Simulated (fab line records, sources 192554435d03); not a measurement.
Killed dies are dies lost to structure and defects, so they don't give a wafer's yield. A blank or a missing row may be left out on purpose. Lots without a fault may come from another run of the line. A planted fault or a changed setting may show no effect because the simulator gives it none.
A struck lot beside a sound one | flow n5_finfet | 16 steps out of a route of 1938
Sound: wafers L783.3, L783.4, L783.5. Struck: wafer L787.1. (L787.3, L787.5 of the same lot were not struck and are left out.) The cause comes at the end.
At each step with rows: each side's tool, then ch and its chambers, then its first start. Under that, the readings that differ: sound wafers | struck wafers | difference of the means | sigmas: that difference in standard deviations of wafers without a fault.
alike: readings whose means differ by less than 2 such deviations, and words and numbers that are the same on both sides. not compared: withheld readings, readings that some wafer has no value for, bounds like >300 that may hide the same value, and numbers for which the record gives no deviation and whose values overlap.
The two part at a step that has a row with sigmas, a row that says differs or no value, or rows on one side only. Numbers that don't overlap but have no deviation are shown without sigmas and don't part them. A reading that every wafer of one side lacks parts them only if that side has two wafers or more.

N5_BEOL_M0_SAQP_HM_OPEN_112: chemistry CHF3/O2, target SiO2, stops on a-Si, target depth 12 nm, time 13.5 s.
  sound on rie_diel-06 ch 0,1, day 6 04:26; struck on rie_diel-05 ch 2, day 7 04:41
  reading               | sound          | struck | difference | sigmas
  oes_o_777_au (a.u.)   | 0.78 0.88 0.87 | 0.69   | -0.15      | -2
  oes_product_au (a.u.) | 0.51 0.59 0.59 | 0.46   | -0.10      | -2
  alike: chamber_pressure_mTorr, drypump_motor_current_A, rf_vpp_V, showerhead_plenum_p_Torr, throttle_valve_pct
  not compared: rf_hours_counter_h
then, 1 step without rows for these wafers: N5_BEOL_M0_SAQP_STRIP_113 (strips in CHF3/O2).
N5_BEOL_M0_SAQP_MANDREL_ETCH_20: etches a-Si in HBr/Cl2, stops on SiNx, target depth 60 nm, bt time 10 s, time 30 s.
  sound on rie_si-06 ch 2,3, day 6 04:31; struck on rie_si-05 ch 3, day 7 04:46
  reading                        | sound               | struck | difference | sigmas
  chamber_pressure_mTorr (mTorr) | 10.020 9.993 10.001 | 9.984  | -0.021     | -2
  alike: drypump_motor_current_A, he_backside_leak_sccm, oes_product_au, throttle_valve_pct
  not compared: rf_hours_counter_h
then, 3 steps without rows for these wafers: N5_BEOL_M0_SAQP_STRIP_86 (strips in N2/H2); N5_BEOL_M0_SAQP_STRIP_115 (strips in post etch residue remover, time 60 s); N5_BEOL_M0_SAQP_SRD_93 (time 30 s).
N5_BEOL_M0_SAQP_RECESS_114: chemistry HF/NH3, target SiO2, target depth 14.4 nm, afs cycles 3, sublimation time 60 s.
  sound on vapor_etch-01 ch 0,1, day 6 04:52; struck on vapor_etch-01 ch 0, day 7 05:00
  alike: drypump_motor_current_A
N5_BEOL_M0_SAQP_SPACER1_ALD_98: deposits SiO2, target thk 12.8 nm, pulse time 1 s, purge time 2 s.
  sound on ald_sin-03 ch 1,2,3, day 6 05:07; struck on ald_sin-01 ch 2, day 7 05:23
  alike: heater_power_w, precursor_pulse_height_rel
then, 2 steps without rows for these wafers: N5_BEOL_M0_SAQP_SPACER1_ETCHBACK_99 (etches SiO2 in CHF3/O2, target depth 15.4 nm, time 7.7 s); N5_BEOL_M0_SAQP_MANDREL1_REMOVE_100 (chemistry HBr/Cl2/O2, target a-Si, stops on SiNx, bt time 10 s).
N5_BEOL_M0_SAQP_CD_MEAS_25: target cd 13.1 nm.
  sound on cd_sem-03 ch 0, day 6 05:57; struck on cd_sem-01 ch 0, day 7 06:07
  alike: cd_nm
N5_BEOL_M0_SAQP_ETCH_101: etches SiNx in CH3F/O2, target depth 29.9 nm, time 42.7 s.
  sound on rie_diel-03 ch 0,1,3, day 6 06:17; struck on rie_diel-06 ch 0, day 7 06:23
  reading                         | sound          | struck | difference | sigmas
  showerhead_plenum_p_Torr (Torr) | 2.07 2.03 2.08 | 1.93   | -0.13      | -2
  alike: chamber_pressure_mTorr, drypump_motor_current_A, oes_o_777_au, oes_product_au, rf_vpp_V, throttle_valve_pct
  not compared: rf_hours_counter_h
N5_BEOL_M0_SAQP_ETCH_102: etches SiO2 in CF4, target depth 4 nm, time 4.4 s.
  sound on rie_si-05 ch 0,2, day 6 06:23; struck on rie_si-05 ch 1, day 7 06:29
  reading                  | sound             | struck | difference | sigmas
  oes_product_au (a.u.)    | 1.017 1.014 1.024 | 0.907  | -0.111     | -6
  model.etch.depth_nm (nm) | 4.088 3.98 4.093  | 3.386  | -0.668     |
  alike: cf4_flow_sccm, chamber_pressure_mTorr, drypump_motor_current_A, he_backside_leak_sccm, throttle_valve_pct
  not compared: rf_hours_counter_h
then, 1 step without rows for these wafers: N5_BEOL_M0_SAQP_MANDREL_ETCH_103 (etches a-Si in HBr/Cl2, stops on SiCN, target depth 45 nm, bt time 10 s, time 27 s).
-- the record jumps here: 3 days lie between the struck wafers' starts before and after (it left off in module BEOL_M0_SAQP and takes up again in module BEOL_M4, whose first step shown is number 1111 of the route) --
N5_BEOL_M4_RC_MEAS_101:
  sound on prober-01 ch 0, day 8 15:26; struck on prober-01 ch 0, day 9 22:34
  reading        | sound                | struck | difference | sigmas
  DIBL_N (mV/V)  | 35.2 35.9 35.7       | 38.6   | +3.0       | +2
  IOFF_N (nA/um) | 0.130 0.140 0.139    | 0.208  | +0.072     | +3
  IOFF_P (nA/um) | 0.164 0.174 0.167    | 0.250  | +0.082     | +3
  ION_N (uA/um)  | 668 663 669          | 691    | +24        | +2
  VT_P (mV)      | -254.6 -256.3 -257.6 | -245.6 | +10.6      | +4
  alike: DIBL_P, ION_P, SS_N, SS_P, VT_N
-- the record jumps here: 4 days lie between the struck wafers' starts before and after (it left off in module BEOL_M4 and takes up again in module PASSIVATION, whose first step shown is number 1936 of the route) --
N5_PASSIVATION_PROBE_49:
  sound on prober-02, day 12 15:05; struck on prober-01, day 14 03:11
  reading            | sound    | struck | difference | sigmas
  killed_at_contacts | 14 16 25 | 5      | -13        | -2
  alike: defect_limited_yield, killed_at_M0_to_M3, killed_at_M4_up, killed_at_front_end, killed_at_other, killed_dies, killed_on_rim, killed_open, killed_short, sort_bin_5_function, sort_bin_6_memory, sort_n_pass, sort_yield_pct

WHERE THEY PART
First at N5_BEOL_M0_SAQP_HM_OPEN_112; last, within this record, at N5_PASSIVATION_PROBE_49.

WHY: what the simulator had put in
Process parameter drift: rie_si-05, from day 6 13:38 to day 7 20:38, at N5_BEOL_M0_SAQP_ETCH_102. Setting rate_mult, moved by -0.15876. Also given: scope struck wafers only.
